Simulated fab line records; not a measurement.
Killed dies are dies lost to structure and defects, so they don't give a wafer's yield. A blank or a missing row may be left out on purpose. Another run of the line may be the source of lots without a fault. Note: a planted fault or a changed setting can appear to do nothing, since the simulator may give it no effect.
fab line records	flow n5_finfet
record lots=9	wafers=26	last_day=17
route steps=1938 shown FIN_SAQP@115 BEOL_M4@1111
lots that met no fault: from a run of the same line without faults
start_h: start of the lot's first displayed wafer, in hours after the record's first day	wait_h: time in hours since the lot's previous step	" as in the row above	L1.1+2: a row that stands for several wafers	- no value, or no start was given	* or withheld: withheld	< > ~ a bound
route shown NAME@n: a module of which the file shows steps, and the number in the route of the first	usual: average and standard deviation across the fault-free wafers	same: alike in all rows	chamber/n: place in a boat	sites: per-site readings	_std_site: the values' standard deviation	_edge_site: the outer-site mean with the inner-site mean subtracted	radius_mm: how far each site lies from the wafer's centre	mask NAME#n: copy n	behind: the last tool/chamber to shape the wafer	hold: cause of the lot's hold/its duration in hours/its outcome	device: which transistor (n, p or np) failed to switch	end of line: tests run on the same wafers once the route is complete	for a step that has no rows: nothing shown but its recipe	killed: dies that structure and defects cost at the first sort, which is not the same as the wafer's yield	map: a wafer's dies, marking killed ones x, the rest . and places with no die _
set.NAME: the run value of the setting; set.NAME@STEP: its run value at that earlier step	model.NAME: the simulator's own value behind a step, which no gauge read
one table for each step of the route and one row for each wafer, over a sample of lots
services: when a tool's chamber went out of use (start_h, in hours from the record's first day, below 0 if earlier), for how many hours, and the reason
## steps
# step N5_FIN_SAQP_ETCH_51
# recipe chemistry=CF4	target=SiARC	target_depth_a=455	mask_material=CAR-ArF	time_s=75.8	ion_energy_ev=80	pressure_mtorr=40	source_w=545	bias_w=36	Ar_flow_sccm=100	cf4_flow_sccm=100	ends=cleared
# usual cf4_flow_sccm=100.1/0.34	drypump_motor_current_A=5.5/0.36	etch_rf_on_time_s=76.7/2.6	oes_product_au=0.66/0.072	rf_vpp_V=184.2/1.2	showerhead_plenum_p_Torr=2.15/0.063	throttle_valve_pct=15.60/0.19
lot.wafer	tool	chamber	start_h	wait_h	cf4_flow_sccm	drypump_motor_current_A	etch_rf_on_time_s	oes_product_au	rf_hours_counter_h	rf_vpp_V	showerhead_plenum_p_Torr	throttle_valve_pct
L198.2	rie_diel-01	2	39.84	0.0	100.0	5.4	73.3	0.81	18	185.1	2.18	15.34
L198.3	"	0	"	"	100.2	6.0	77.5	0.59	246	184.5	2.12	15.83
L198.4	"	1	"	"	100.2	5.2	76.2	0.68	101	184.2	2.14	15.58
L199.2	rie_diel-01	1	46.79	0.0	100.2	5.2	77.0	0.67	103	184.8	2.14	15.57
L199.3	"	0	"	"	100.0	6.0	79.3	0.58	247	181.5	2.12	15.83
L199.4	"	3	"	"	100.0	5.9	78.4	0.63	155	186.5	2.22	15.62
L200.2	rie_diel-01	2	53.64	0.0	100.1	5.4	74.3	0.79	22	183.8	2.18	15.35
L200.3	"	1	"	"	99.6	5.2	77.1	0.66	105	183.9	2.14	15.59
L200.6	"	1	"	"	100.2	5.2	129.4	0.58	-	183.9	2.14	15.56
L202.4	rie_diel-01	3	63.95	0.0	100.2	5.9	129.2	0.54	-	185.2	2.22	15.62
L202.6	"	2	"	"	100.3	5.4	121.9	0.67	-	184.9	2.18	15.36
L209.2	rie_diel-05	0	106.23	0.0	100.2	4.8	73.1	0.63	174	183.4	2.06	15.82
L209.5	"	1	"	"	99.6	5.5	80.4	0.69	-	184.6	2.09	15.32
L209.6	"	2	"	"	100.3	5.7	73.6	0.70	-	182.2	1.99	15.93
L215.1	rie_diel-01	2	142.51	0.0	100.1	5.4	74.4	0.74	55	185.3	2.17	15.42
L215.5	"	3	"	"	100.0	5.9	78.5	0.60	-	184.7	2.20	15.69
L215.6	"	2	"	"	99.7	5.4	73.8	0.75	-	184.3	2.17	15.43
L216.1	rie_diel-01	0	148.46	0.0	100.2	6.0	78.5	0.77	27	184.2	2.11	15.35
L216.2	"	2	"	"	100.4	5.4	72.7	0.76	57	183.5	2.17	15.43
L216.5	"	1	"	"	99.9	5.2	77.5	0.65	-	184.0	2.13	15.64
L217.2	rie_diel-01	1	153.99	0.0	99.9	5.2	78.0	0.64	141	184.1	2.13	15.66
L217.4	"	2	"	"	100.4	5.4	73.6	0.74	59	185.4	2.17	15.41
L217.6	"	2	"	"	100.0	5.4	73.2	0.74	-	185.3	2.17	15.42
L218.3	rie_diel-01	3	160.17	0.0	99.8	5.9	78.2	0.60	198	186.9	2.20	15.71
L218.5	"	1	"	"	100.2	5.2	77.4	0.64	-	185.2	2.13	15.67
L218.6	"	0	"	"	100.1	6.0	77.7	0.77	-	183.4	2.11	15.36
# step N5_FIN_SAQP_ETCH_52
# recipe chemistry=N2/H2	target=SOC	target_depth_a=1000	overetch_a=200	mask_material=SiARC	temp_c=40	time_s=150	ion_energy_ev=200	pressure_mtorr=30	source_w=840	bias_w=150	n2_flow_sccm=200	h2_flow_sccm=200	ends=end_point
# usual drypump_motor_current_A=5.6/0.37	oes_product_au=0.70/0.072	rf_vpp_V=524.1/2.4	showerhead_plenum_p_Torr=2.55/0.077	throttle_valve_pct=17.80/0.21
lot.wafer	tool	chamber	start_h	wait_h	drypump_motor_current_A	oes_product_au	rf_hours_counter_h	rf_vpp_V	showerhead_plenum_p_Torr	throttle_valve_pct
L198.2	rie_diel-01	2	39.89	0.0	5.4	0.82	18	525.9	2.58	17.47
L198.3	"	0	"	"	6.0	0.62	246	523.4	2.48	18.00
L198.4	"	1	"	"	5.2	0.72	101	524.5	2.56	17.80
L199.2	rie_diel-01	1	46.85	0.0	5.2	0.71	103	524.4	2.56	17.81
L199.3	"	0	"	"	6.0	0.62	247	521.5	2.48	17.99
L199.4	"	3	"	"	6.0	0.67	155	526.6	2.66	17.92
L200.2	rie_diel-01	2	53.69	0.0	5.4	0.82	22	526.8	2.58	17.48
L200.3	"	1	"	"	5.2	0.70	106	523.9	2.56	17.80
L200.6	"	1	"	"	5.2	0.71	-	524.5	2.56	17.81
L202.4	rie_diel-01	3	64.03	0.0	6.0	0.66	-	527.2	2.65	17.92
L202.6	"	2	"	"	5.4	0.80	-	525.8	2.58	17.49
L209.2	rie_diel-05	0	106.28	0.0	4.9	0.65	174	518.5	2.45	18.04
L209.5	"	1	"	"	5.6	0.75	-	521.4	2.48	17.58
L209.6	"	2	"	"	5.7	0.71	-	518.7	2.37	18.29
L215.1	rie_diel-01	2	142.57	0.0	5.4	0.77	55	524.6	2.57	17.52
L215.5	"	3	"	"	6.0	0.64	-	526.4	2.64	17.97
L215.6	"	2	"	"	5.4	0.77	-	525.9	2.57	17.54
L216.1	rie_diel-01	0	148.52	0.0	6.0	0.83	27	522.3	2.47	17.51
L216.2	"	2	"	"	5.4	0.77	58	525.0	2.57	17.54
L216.5	"	1	"	"	5.2	0.68	-	524.1	2.54	17.86
L217.2	rie_diel-01	1	154.04	0.0	5.2	0.68	141	524.0	2.54	17.88
L217.4	"	2	"	"	5.4	0.76	59	524.2	2.57	17.54
L217.6	"	2	"	"	5.4	0.75	-	522.5	2.57	17.53
L218.3	rie_diel-01	3	160.23	0.0	6.0	0.64	198	526.6	2.64	17.98
L218.5	"	1	"	"	5.2	0.68	-	523.5	2.54	17.89
L218.6	"	0	"	"	6.0	0.83	-	522.1	2.47	17.51
# step N5_FIN_SAQP_STRIP_55
# recipe chemistry=N2/H2	power_w=500	temp_c=40	pressure_mtorr=50	rf_frequency_hz=6e+07	overash_fraction=0.3	bias_power_w=28	h2_frac=0.5	n2_flow_sccm=300	h2_flow_sccm=300
# usual bias_power_w=28.00/0.084	drypump_motor_current_A=5.5/0.36	oes_product_au=0.76/0.074	rf_vpp_V=122.0/1.5	showerhead_plenum_p_Torr=3.35/0.11	throttle_valve_pct=18.89/0.29
lot.wafer	tool	chamber	start_h	wait_h	bias_power_w	drypump_motor_current_A	oes_product_au	rf_hours_counter_h	rf_vpp_V	showerhead_plenum_p_Torr	throttle_valve_pct
L198.2	rie_diel-04	2	40.19	0.1	28.15	5.7	0.73	182	121.4	3.44	18.86
L198.3	"	1	"	"	28.01	5.6	0.75	193	119.1	3.22	19.23
L198.4	"	0	"	"	27.92	6.0	0.70	212	122.7	3.46	18.64
L199.2	rie_diel-04	0	47.14	0.1	28.09	6.0	0.70	216	123.2	3.45	18.64
L199.3	"	2	"	"	28.04	5.7	0.74	186	121.2	3.44	18.83
L199.4	"	0	"	"	27.96	6.0	0.71	-	121.3	3.45	18.65
L200.2	rie_diel-05	1	53.98	0.1	27.96	5.6	0.87	29	123.6	3.29	18.78
L200.3	"	2	"	"	27.87	5.7	0.84	100	121.6	3.14	19.38
L200.6	"	1	"	"	28.02	5.5	0.87	-	120.6	3.29	18.78
L202.4	rie_diel-01	3	64.29	0.1	27.89	5.9	0.74	-	124.6	3.50	19.02
L202.6	"	1	"	"	27.87	5.2	0.80	-	120.4	3.37	18.75
L209.2	rie_diel-04	3	106.57	0.1	28.03	5.0	0.68	234	123.2	3.47	18.97
L209.5	"	1	"	"	28.11	5.6	0.71	-	119.7	3.21	19.26
L209.6	"	2	"	"	27.97	5.7	0.72	-	119.5	3.42	18.86
L215.1	rie_diel-05	2	142.86	0.1	28.07	5.7	0.78	133	121.6	3.13	19.44
L215.5	"	1	"	"	27.93	5.6	0.81	-	119.7	3.28	18.85
L215.6	"	2	"	"	27.97	5.7	0.78	-	121.3	3.13	19.43
L216.1	rie_diel-04	1	148.81	0.1	28.07	5.6	0.70	227	121.2	3.20	19.28
L216.2	"	3	"	"	28.05	5.1	0.67	247	121.3	3.46	19.00
L216.5	"	1	"	"	28.12	5.6	0.71	-	122.0	3.20	19.28
L217.2	rie_diel-01	1	154.35	0.1	27.94	5.2	0.78	141	124.5	3.36	18.80
L217.4	"	3	"	"	28.12	5.9	0.71	196	125.8	3.48	19.09
L217.6	"	1	"	"	27.85	5.2	0.78	-	120.5	3.36	18.85
L218.3	rie_diel-05	2	160.52	0.1	28.12	5.8	0.77	140	119.8	3.12	19.44
L218.5	"	0	"	"	27.87	4.9	0.73	-	120.4	3.23	19.02
L218.6	"	3	"	"	28.10	5.0	0.72	-	123.5	3.44	18.49
# step N5_FIN_SAQP_RECESS_75
# recipe chemistry=HF/NH3	target=SiO2	target_depth_a=144	afs_cycles=3	temp_c=30	sublimation_temp_c=180	sublimation_time_s=60
# usual drypump_motor_current_A=5.9/0.32
lot.wafer	tool	chamber	start_h	wait_h	drypump_motor_current_A
L198.2	vapor_etch-02	1	40.51	0.0	5.7
L198.3	"	0	"	"	6.2
L198.4	"	1	"	"	5.7
L199.2	vapor_etch-01	0	47.67	0.2	5.4
L199.3	"	1	"	"	6.3
L199.4	"	0	"	"	5.5
L200.2	vapor_etch-02	1	54.31	0.0	5.7
L200.3	"	0	"	"	6.2
L200.6	"	1	"	"	5.7
L202.4	vapor_etch-01	0	64.71	0.1	5.4
L202.6	"	0	"	"	5.5
L209.2	vapor_etch-02	0	106.90	0.0	6.2
L209.5	"	0	"	"	6.2
L209.6	"	1	"	"	5.8
L215.1	vapor_etch-01	1	143.18	0.0	6.3
L215.5	"	1	"	"	6.3
L215.6	"	0	"	"	5.5
L216.1	vapor_etch-02	0	149.13	0.0	6.2
L216.2	"	1	"	"	5.7
L216.5	"	0	"	"	6.2
L217.2	vapor_etch-02	0	154.67	0.0	6.2
L217.4	"	0	"	"	6.2
L217.6	"	1	"	"	5.7
L218.3	vapor_etch-01	1	160.99	0.1	6.3
L218.5	"	1	"	"	6.3
L218.6	"	0	"	"	5.4
# step N5_BEOL_M4_RC_MEAS_101
# usual DIBL_N=36.1/2	DIBL_P=36.3/2.4	IOFF_N=0.15/0.035	IOFF_P=0.21/0.039	ION_N=672/15	ION_P=463/9.7	SS_N=71.5/0.7	SS_P=73.2/0.75	VT_N=251/3.6	VT_P=-250/3.8
lot.wafer	tool	chamber	start_h	wait_h	DIBL_N[mV/V]	DIBL_P[mV/V]	IOFF_N[nA/um]	IOFF_P[nA/um]	ION_N[uA/um]	ION_P[uA/um]	SS_N[mV/dec]	SS_P[mV/dec]	VT_N[mV]	VT_P[mV]
L198.2	prober-02	0	192.02	0.2	35.3	37.2	0.12	0.16	675	453	71.4	73.3	253	-258
L198.3	"	0	"	"	31.4	32.2	0.08	0.11	637	439	69.7	71.6	260	-262
L198.4	"	0	"	"	32.5	32.9	0.08	0.11	631	434	70.5	72.3	261	-262
L200.2	prober-02	0	195.51	0.2	37.0	38.5	0.18	0.27	695	480	71.8	74.5	247	-246
L200.3	"	0	"	"	34.6	35.6	0.13	0.20	671	468	71.5	73.2	254	-248
L200.6	"	0	"	"	35.8	36.7	0.16	0.23	691	478	70.7	74.0	248	-247
L199.2	prober-01	0	196.05	0.2	34.1	36.1	0.14	0.20	670	461	71.1	72.7	248	-250
L199.3	"	0	"	"	37.2	39.6	0.17	0.26	664	463	71.7	73.7	250	-250
L199.4	"	0	"	"	35.7	36.1	0.15	0.19	660	458	72.0	72.8	251	-252
L202.4	prober-01	0	214.67	0.9	33.7	34.3	0.15	0.19	670	457	70.9	72.5	249	-248
L202.6	"	0	"	"	35.2	35.2	0.16	0.21	677	461	71.2	73.4	246	-249
L209.2	prober-02	0	252.43	0.2	37.0	37.2	0.17	0.24	696	474	71.3	72.7	247	-248
L209.5	"	0	"	"	34.1	33.6	0.12	0.17	655	457	70.9	72.2	253	-253
L209.6	"	0	"	"	35.9	35.8	0.15	0.21	687	474	70.9	73.0	252	-252
L215.1	prober-02	0	287.61	0.0	36.1	38.5	0.17	0.24	673	474	71.7	74.1	250	-250
L215.5	"	0	"	"	34.5	35.5	0.14	0.20	666	462	72.0	73.4	250	-251
L215.6	"	0	"	"	33.7	33.6	0.12	0.17	662	456	71.0	72.7	252	-255
L216.1	prober-01	0	306.77	0.0	37.0	37.2	0.18	0.24	672	458	72.1	73.5	248	-250
L216.2	"	0	"	"	32.3	31.4	0.10	0.15	652	457	70.9	71.8	258	-254
L216.5	"	0	"	"	34.5	34.8	0.14	0.21	665	458	71.1	72.5	252	-249
L218.3	prober-02	0	306.90	0.3	37.6	36.7	0.17	0.24	673	467	71.1	74.5	249	-247
L218.5	"	0	"	"	35.1	33.4	0.13	0.19	661	461	70.7	72.1	252	-249
L218.6	"	0	"	"	38.3	38.3	0.19	0.27	701	481	71.2	73.5	247	-243
L217.2	prober-01	0	311.10	0.2	36.3	35.1	0.13	0.21	647	451	71.1	72.2	254	-247
L217.4	"	0	"	"	39.6	39.1	0.19	0.27	680	464	72.3	73.1	246	-248
L217.6	"	0	"	"	36.0	34.1	0.12	0.19	656	458	71.3	72.6	256	-253
## services
tool	chamber	start_h	hours	kind
rie_diel-04	1	40.26	9.4	repair
rie_diel-01	-	42.74	2.8	pm
rie_diel-01	0	53.24	-	clean
rie_diel-01	0	53.24	-	consumable_replace:focus_ring
rie_diel-01	0	53.24	17.3	scheduled_down
rie_diel-01	0	53.24	17.3	vent_cycle
rie_diel-04	-	64.98	1.1	repair
vapor_etch-02	0	79.72	26.0	repair
rie_diel-01	1	81.27	3.3	repair
rie_diel-04	0	146.67	-	clean
rie_diel-04	0	146.67	-	consumable_replace:focus_ring
rie_diel-04	0	146.67	13.9	scheduled_down
rie_diel-04	0	146.67	13.9	vent_cycle
rie_diel-05	0	148.21	4.6	repair
rie_diel-04	3	160.57	-	clean
rie_diel-04	3	160.57	-	consumable_replace:focus_ring
rie_diel-04	3	160.57	28.2	scheduled_down
rie_diel-04	3	160.57	28.2	vent_cycle
## key
first_sign step=N5_FIN_SAQP_ETCH_51	reading=etch_rf_on_time_s	direction=up	sigmas=19	usual=*	struck=*
effect none on later readings
met_at N5_FIN_SAQP_ETCH_51
struck_lots L200,L202
struck_wafers L200.6,L202.4,L202.6
not_acting_at N5_FIN_SAQP_ETCH_52,N5_FIN_SAQP_STRIP_55,N5_FIN_SAQP_RECESS_75
onset_between 46.79 53.64
fault kind=process_parameter_drift	tool=rie_diel-01	chamber=-	onset_h=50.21	steps=N5_FIN_SAQP_ETCH_51	channel=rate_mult	offset=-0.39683	shape=step	end_h=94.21	scope=struck_wafers_only
